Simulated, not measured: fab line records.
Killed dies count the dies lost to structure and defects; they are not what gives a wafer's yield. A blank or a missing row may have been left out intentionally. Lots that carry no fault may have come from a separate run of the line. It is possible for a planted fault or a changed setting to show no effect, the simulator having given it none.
fab line records ; flow n5Finfet
[record] lots = 5; wafers = 12; lastDay = 17
route steps=1938 shown BEOL_M0@736 BEOL_M1@751 BEOL_M4@1111
lots that met no fault: taken from a fault-free run of the same line
startH: hours from the record's first day to the start of the lot's first wafer shown ; waitH: hours from the lot's prior step to this one ; " as in the row above ; L1.1+2: one row covering several wafers at once ; - no value, or no start was given ; * or withheld: withheld ; < > ~ a bound
route shown NAME@n: a module of which the file shows steps, and the number in the route of the first ; usual: mean/standard deviation of fault-free wafers ; same: alike in all rows ; chamber/n: place in a boat ; sites: per-site readings ; _std_site: how widely they spread, as a standard deviation ; _edge_site: mean of outer sites minus mean of inner sites ; radiusMm: for every site, how far away it sits from the centre of the wafer ; mask NAME#n: copy n ; behind: the tool/chamber that last shaped the wafer ; hold: cause of the lot's hold/its duration in hours/its outcome ; device: the transistor (n, p or np) that didn't switch ; end of line: the route-end tests of the same wafers ; a step with no rows: only its recipe ; killed: not the wafer's yield, but the dies lost to structure and defects at the first sort ; map: dies across one wafer; x = killed, . = not, _ = none there
set.NAME: the setting as run; set.NAME@STEP: as run at that earlier step ; model.NAME: the simulator's own value behind a step, which no gauge read
certain route steps with their lots: each step a table, each wafer a row
services: a tool's chamber out of use, with start hour (startH, from the record's first day; less than 0 if before it), hours out, and reason
[[steps]]
[step N5_BEOL_M0_SPUTTER_132]
[recipe] material = Cu; targetThkA = 40; tempC = -20; chamberPressurePa = 0.07; powerW = withheld; timeS = 7.37
[step N5_BEOL_M0_ANNEAL_133]
[recipe] tempC = 400; timeS = 60; ambient = vacuum
[step N5_BEOL_M0_SPUTTER_134]
[recipe] material = Cu; targetThkA = 40; tempC = -20; chamberPressurePa = 0.07; powerW = withheld; timeS = 7.37
[step N5_BEOL_M0_ANNEAL_135]
[recipe] tempC = 400; timeS = 60; ambient = vacuum
[step N5_BEOL_M0_SPUTTER_141]
[recipe] material = Cu; targetThkA = 40; tempC = -20; chamberPressurePa = 0.07; powerW = withheld; timeS = 7.37
[step N5_BEOL_M0_ECD_118]
[recipe] material = Cu; targetThkA = 3000
[step N5_BEOL_M0_ANNEAL_119]
[recipe] tempC = 225; timeS = 90; ambient = N2
[step N5_BEOL_M0_CMP_120]
[recipe] stopOn = SiOC; tOverpolishS = 6.9; downForcePsi = 1; platenRpm = 50; clearingPlatenDownForcePsi = 1.5; clearingPlatenRpm = 50; postCmpClean = cuAlkaline; clearingPlatenPadVelocityMS = 0.99484; padVelocityMS = 0.99484
[step N5_BEOL_M0_PRE_CLEAN_131]
[recipe] gas = NH3/H2; timeS = 15; tempC = *; rfPowerW = 300
[step N5_BEOL_M0_CO_CAP_123]
[recipe] material = Co; targetThkA = 20; tempC = 200; precursor = CCTBA/H2; pressureTorr = 30; timeS = 102.1
[step N5_BEOL_M0_PRE_CLEAN_124]
[recipe] gas = NH3; timeS = 15; tempC = withheld; rfPowerW = 300
[step N5_BEOL_M0_DEP_125]
[recipe] material = SiCN; targetThkA = 80; tempC = withheld; precursor = 3MS/NH3; pressureTorr = 3; rfW = 202; timeS = 14
[usual] showerheadPlenumPTorr = 3.668/0.012; throttleValvePct = 9.0/0.47
lot.wafer;tool;chamber;startH;waitH;showerheadPlenumPTorr;throttleValvePct;model.SiCN_of_BEOL_M0_DEP_125.thkNm
L141.2;pecvd-04;2;140.64;0.0;3.671;8.5;8
L141.3;pecvd-04;1;140.64;0.0;3.678;8.7;7.8
L141.6;pecvd-04;1;140.64;0.0;3.683;8.9;8
L153.1;pecvd-04;0;202.41;0.0;3.664;9.4;8
L153.6;pecvd-04;1;202.41;0.0;3.682;8.8;5.6
L157.5;pecvd-04;1;222.97;0.0;3.685;8.5;8.2
L157.6;pecvd-04;2;222.97;0.0;3.659;8.5;6
L156.4;pecvd-04;0;223.55;0.0;3.655;9.8;5.6
L156.5;pecvd-04;2;223.55;0.0;3.662;8.4;8.2
L160.3;pecvd-01;2;245.26;0.0;3.651;8.5;8
L160.5;pecvd-01;0;245.26;0.0;3.655;9.6;8.2
L160.6;pecvd-01;1;245.26;0.0;3.685;8.9;8
[step N5_BEOL_M1_ILD_DEP_00]
[recipe] material = SiOC; targetThkA = 790; tempC = 350; precursor = DEMS/O2; pressureTorr = 5; rfW = 500; timeS = 15.3
[step N5_BEOL_M1_PECVD_72]
[recipe] material = SiO2; targetThkA = 160; tempC = 400; precursor = TEOS/O2; pressureTorr = 5.5; rfW = 450; teosFlowSccm = 53.8; gas = O2; flowSccm = 3000; timeS = 18
[step N5_BEOL_M1_HM_DEP_02]
[recipe] material = TiN; targetThkA = 200; tempC = 25; chamberPressurePa = 0.49996
[step N5_BEOL_M1_COAT_61]
[recipe] resist = SOC; tempC = 250; timeS = 60; spinRpm = 1500; resistThkNm = 60
[step N5_BEOL_M1_COAT_62]
[recipe] resist = SiARC; tempC = 220; timeS = 60; spinRpm = 1500; resistThkNm = 12
[step N5_BEOL_M1_COAT_73]
[recipe] resist = underlayer; tempC = 205; timeS = 60; spinRpm = 1500; resistThkNm = 5
[step N5_BEOL_M1_COAT_05]
[recipe] resist = CAR-EUV; spinRpm = 1500; resistThkNm = 30
[step N5_BEOL_M1_EBR_07]
[recipe] solvent = PGMEA; ebrWidthMm = 1.5
[step N5_BEOL_M1_SOFTBAKE_06]
[recipe] tempC = 110; timeS = 60; resist = CAR-EUV
[step N5_BEOL_M1_EXPOSE_08]
[recipe] maskId = M1; na = 0.33; sourceShape = dipole; sigmaInner = 0.369; sigmaOuter = 0.767; polarization = unpolarized; doseMj = 33
[step N5_BEOL_M1_PEB_09]
[recipe] pebTempC = 100; pebTimeS = 60; resist = CAR-EUV
[step N5_BEOL_M1_DEVELOP_10]
[recipe] developTimeS = 30; developer = TMAH; resist = CAR-EUV; rinseLiquid = surfactantRinse; dry = airSpin; devTempC = 23
[step N5_BEOL_M1_DESCUM_16]
[recipe] chemistry = O2; timeS = 7; sourcePowerW = 50; biasPowerW = 20; pressureMtorr = 20; rfFrequencyHz = 2.712e+07; tempC = 40; resist = CAR-EUV; o2FlowSccm = 225
[step N5_BEOL_M1_ETCH_74]
[recipe] chemistry = N2/H2; target = underlayer; targetDepthA = 65; maskMaterial = CAR-EUV; timeS = 5.2; ionEnergyEv = 200; pressureMtorr = 30; sourceW = 840; biasW = 150; n2FlowSccm = 200; h2FlowSccm = 200; ends = cleared
[step N5_BEOL_M1_ETCH_63]
[recipe] chemistry = CF4; target = SiARC; targetDepthA = 156; maskMaterial = CAR-EUV; timeS = 26; ionEnergyEv = 80; pressureMtorr = 40; sourceW = 545; biasW = 36; Ar_flow_sccm = 100; cf4FlowSccm = 100; ends = cleared
[step N5_BEOL_M1_ETCH_64]
[recipe] chemistry = N2/H2; target = SOC; targetDepthA = 750; overetchA = 150; maskMaterial = SiARC; tempC = 40; timeS = 112.5; ionEnergyEv = 200; pressureMtorr = 30; sourceW = 840; biasW = 150; n2FlowSccm = 200; h2FlowSccm = 200
[step N5_BEOL_M1_STRIP_65]
[recipe] chemistry = N2/H2; tempC = 40; n2FlowSccm = 200; h2FlowSccm = 200; rfFrequencyHz = 6e+07
[step N5_BEOL_M1_STRIP_75]
[recipe] chemistry = N2/H2; tempC = 40; n2FlowSccm = 200; h2FlowSccm = 200; rfFrequencyHz = 6e+07
[step N5_BEOL_M1_STRIP_66]
[recipe] chemistry = CF4; resist = SiARC; powerW = 300; biasPowerW = 75; pressureMtorr = 50; cf4FlowSccm = 150; rfFrequencyHz = 6e+07
[step N5_BEOL_M1_HM_OPEN_17]
[recipe] chemistry = Cl2/BCl3; targetDepthA = 200; overetchA = 60; target = TiN; maskMaterial = SOC; ionEnergyEv = 150; pressureMtorr = 10; icpW = 1000; biasW = 126; Cl2_flow_sccm = 53.25; bcl3FlowSccm = 21.75; Ar_flow_sccm = 25
[step N5_BEOL_M1_STRIP_19]
[recipe] chemistry = O2; powerW = 400; tempC = 40; pressureMtorr = 30; rfFrequencyHz = 6e+07; biasPowerW = 0; overashFraction = 0.2; o2FlowSccm = 225
[step N5_BEOL_M1_COAT_67]
[recipe] resist = SOC; tempC = 250; timeS = 60; spinRpm = 1500; resistThkNm = 60
[step N5_BEOL_M1_CMP_52]
[recipe] stopOn = SiOC; tOverpolishS = 6.8; downForcePsi = 1; platenRpm = 50; clearingPlatenDownForcePsi = 1.5; clearingPlatenRpm = 50; postCmpClean = cuAlkaline; targetThkNm = 40; clearingPlatenPadVelocityMS = 0.99484; padVelocityMS = 0.99484
[usual] barrierFieldEndpointS = 24.7/0.66; edgeZonePressureFrac = 1.000/0.0049; motorCurrentA = 6.0/0.66; overpolishRunS = 6.799/0.0086; padLifeWafers = 902/680; timeToEndpointS = 62/3.3
lot.wafer;tool;chamber;startH;waitH;barrierFieldEndpointS;edgeZonePressureFrac;motorCurrentA;overpolishRunS;padLifeWafers;timeToEndpointS;model.Cu_of_BEOL_M1_ECD_50.thkNm
L141.2;cmp-01;1;154.50;0.3;23.3;0.993;6.4;6.817;1543;53;37.2
L141.3;cmp-01;2;154.50;0.3;24.0;1.005;6.3;6.798;1544;57;37.4
L141.6;cmp-01;0;154.50;0.3;23.9;0.996;7.5;6.792;-;56;38.8
L153.1;cmp-04;1;214.78;0.3;24.4;0.998;4.5;6.795;607;60;39
L153.6;cmp-04;0;214.78;0.3;25.0;0.997;5.9;6.791;-;67;39.2
L157.5;cmp-04;1;232.16;0.2;23.5;0.996;4.8;6.805;-;57;40
L157.6;cmp-04;2;232.16;0.2;23.4;0.993;6.0;6.804;-;56;37.2
L156.4;cmp-02;3;234.12;0.2;24.9;1.005;6.3;6.783;1418;63;38.4
L156.5;cmp-02;1;234.12;0.2;25.3;1.000;5.8;6.797;-;64;40
L160.3;cmp-01;1;257.28;0.2;23.2;1.004;6.2;6.806;120;56;37.8
L160.6;cmp-01;1;257.28;0.2;23.8;1.007;6.4;6.789;-;56;39.6
L160.5;cmp-01;2;257.28;0.2;24.0;1.003;6.2;6.793;-;60;40
[step N5_BEOL_M4_RC_MEAS_101]
[usual] DIBL_N = 35.8/1.6; DIBL_P = 36.0/2.1; IOFF_N = 0.153/0.026; IOFF_P = 0.21/0.037; ION_N = 673/11; ION_P = 462/7.6; SS_N = 71.4/0.53; SS_P = 73.2/0.67; VT_N = 250/3.2; VT_P = -250/3.7
lot.wafer;tool;chamber;startH;waitH;DIBL_N[mV/V];DIBL_P[mV/V];IOFF_N[nA/um];IOFF_P[nA/um];ION_N[uA/um];ION_P[uA/um];SS_N[mV/dec];SS_P[mV/dec];VT_N[mV];VT_P[mV]
L141.2;prober-01;0;192.11;0.2;37.4;40.7;0.186;0.31;674;470;71.6;74.4;249;-242
L141.3;prober-01;0;192.11;0.2;36.0;38.9;0.167;0.29;677;471;71.6;73.6;251;-242
L141.6;prober-01;0;192.11;0.2;36.9;39.6;0.181;0.29;683;475;71.9;73.5;246;-242
L153.1;prober-02;0;249.51;0.0;36.2;37.7;0.169;0.24;684;481;71.1;74.0;246;-247
L153.6;prober-02;0;249.51;0.0;37.2;38.2;0.172;0.25;668;467;72.7;73.0;248;-247
L157.5;prober-02;0;275.23;0.6;34.0;31.3;0.105;0.13;654;452;70.7;71.4;254;-257
L157.6;prober-02;0;275.23;0.6;36.4;35.3;0.141;0.17;670;455;71.8;73.0;251;-256
L156.4;prober-01;0;276.35;0.5;32.1;32.4;0.097;0.14;646;445;70.9;72.8;257;-258
L156.5;prober-01;0;276.35;0.5;33.8;34.6;0.127;0.17;657;454;71.2;73.0;253;-255
L160.3;prober-02;0;302.71;0.3;39.4;39.4;0.192;0.24;675;463;71.8;73.6;248;-246
L160.5;prober-02;0;302.71;0.3;39.6;40.7;0.196;0.26;671;462;71.4;74.8;247;-247
L160.6;prober-02;0;302.71;0.3;37.3;38.1;0.157;0.22;669;465;70.8;73.8;252;-250
[[services]]
tool;chamber;startH;hours;kind
cmp-04;-;123.56;6.0;pm
cmp-02;-;136.75;1.0;repair
cmp-04;-;141.83;4.0;pm
cmp-04;-;145.83;-;consumableReplace:conditioner
cmp-04;-;145.83;-;consumableReplace:pad
cmp-02;-;157.28;1.2;repair
cmp-02;-;166.88;3.1;repair
cmp-01;-;183.55;2.5;repair
pecvd-01;2;194.03;10.1;repair
pecvd-01;-;196.98;0.2;repair
cmp-01;-;236.34;4.0;pm
pecvd-04;1;239.86;2.1;scheduledDown
cmp-01;-;240.34;-;consumableReplace:conditioner
cmp-01;-;240.34;-;consumableReplace:pad
pecvd-01;2;247.92;5.4;repair
[[key]]
firstSign none at tools or gauges
[modelEffect] step = N5_BEOL_M0_DEP_125; value = SiCN_of_BEOL_M0_DEP_125.thkNm; without = 8.067; struck = 5.733
[modelEffect] step = N5_BEOL_M1_CMP_52; value = Cu_of_BEOL_M1_ECD_50.thkNm; without = 40.53; struck = 38.27
metAt N5_BEOL_M0_DEP_125
struckWafers L153.6,L156.4,L157.6
onsetBetween 140.64 202.41
[fault] kind = processParameterDrift; tool = pecvd-04; chamber = -; onsetH = 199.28; steps = N5_BEOL_M0_DEP_125; channel = timeS; offset = *; shape = step; endH = 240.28; scope = struckWafersOnly; actsIn = *; stated = *
